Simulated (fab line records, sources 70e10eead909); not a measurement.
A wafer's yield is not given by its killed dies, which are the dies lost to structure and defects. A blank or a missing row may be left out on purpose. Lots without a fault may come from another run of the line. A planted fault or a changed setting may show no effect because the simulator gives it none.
A struck lot beside a sound one | flow nand_harc | 15 steps out of a route of 1159
Sound: the wafers L374.2, L374.4, L374.5. Struck: wafers L384.2, L384.4, L384.6. Last of all comes the cause.
At each step with rows: each side's tool, then ch and its chambers, then its first start. Under that, the readings that differ: sound wafers | struck wafers | difference of the means | sigmas: that difference in standard deviations of wafers without a fault.
alike: readings with means less than 2 such deviations apart, plus words and numbers identical on both sides. not compared: withheld readings, readings lacking a value on some wafer, bounds such as >300 that could conceal the same value, and numbers that have no deviation in the record and whose values overlap.
The two part at a step that has a row with sigmas, a row that says differs or no value, or rows on one side only. When numbers do not overlap yet have no deviation, they are printed without sigmas and do not part them. A reading that every wafer of one side lacks parts them only if that side has two wafers or more.

first, 9 steps without rows for these wafers: NHARC_P_GATE_SRD_100; NHARC_P_GATE_DEHYDRATE_38 (time 120 s); NHARC_P_GATE_HMDS_39 (time 30 s); NHARC_P_GATE_COAT_40; NHARC_P_GATE_SOFTBAKE_41 (time 95 s); NHARC_P_GATE_EBR_42; NHARC_P_GATE_EXPOSE_43 (exposes mask P NSD, target cd 720 nm); NHARC_P_GATE_PEB_44 (peb time 85 s); NHARC_P_GATE_DEVELOP_45 (time 70 s).
NHARC_P_GATE_CD_MEAS_46: target cd 720 nm.
  sound on cd_sem-02 ch 0, day 5 13:46; struck on cd_sem-02 ch 0, day 8 01:17
  alike: cd_nm
then, 1 step without rows for these wafers: NHARC_P_GATE_HARDBAKE_47 (time 80 s).
NHARC_P_GATE_DESCUM_48: chemistry O2, time 3 s.
  sound on rie_diel-02 ch 0,2,3, day 5 13:56; struck on rie_diel-02 ch 0,2, day 8 01:26
  alike: drypump_motor_current_A, o2_flow_sccm, oes_product_au, rf_vpp_V, showerhead_plenum_p_Torr, throttle_valve_pct
  not compared: rf_hours_counter_h
NHARC_P_GATE_IMPLANT_49:
  sound on implanter-02 ch 0, day 5 14:06; struck on implanter-01, day 8 01:37
  no value came back on the struck wafers for beam_energy_keV, beam_on_s (s); on the sound wafers beam_energy_keV reads 30.005 30.009 30.009
NHARC_P_GATE_STRIP_111: strips in N2/H2, time 250 s.
  sound on plasma_asher-02 ch 0,1, day 5 14:21; struck on plasma_asher-01 ch 0,1, day 8 01:49
  reading            | sound    | struck   | difference | sigmas
  heater_power_w (W) | 87 91 92 | 87 73 76 | -11        | -2
  alike: drypump_motor_current_A
  not compared: rf_hours_counter_h
-- break in the record here, with 14 days between the starts of the struck wafers on either side (left off in module P_GATE, picked up again in module END, where the first step shown is number 1159 on the route) --
NHARC_END_SORT_01:
  sound on prober-02 ch 0, day 19 07:03; struck on prober-01 ch 0, day 21 21:30
  reading             | sound    | struck      | difference | sigmas
  killed_at_periphery | 3 0 3    | 657 645 647 | +648       | +99 or more
  killed_dies         | 30 25 30 | 677 677 677 | +649       | +59
  alike: killed_at_array, killed_at_other, killed_open, killed_short

## WHERE THEY PART
Earliest at NHARC_P_GATE_IMPLANT_49; latest, in this record, at NHARC_END_SORT_01.

WHY: what had been put in by the simulator
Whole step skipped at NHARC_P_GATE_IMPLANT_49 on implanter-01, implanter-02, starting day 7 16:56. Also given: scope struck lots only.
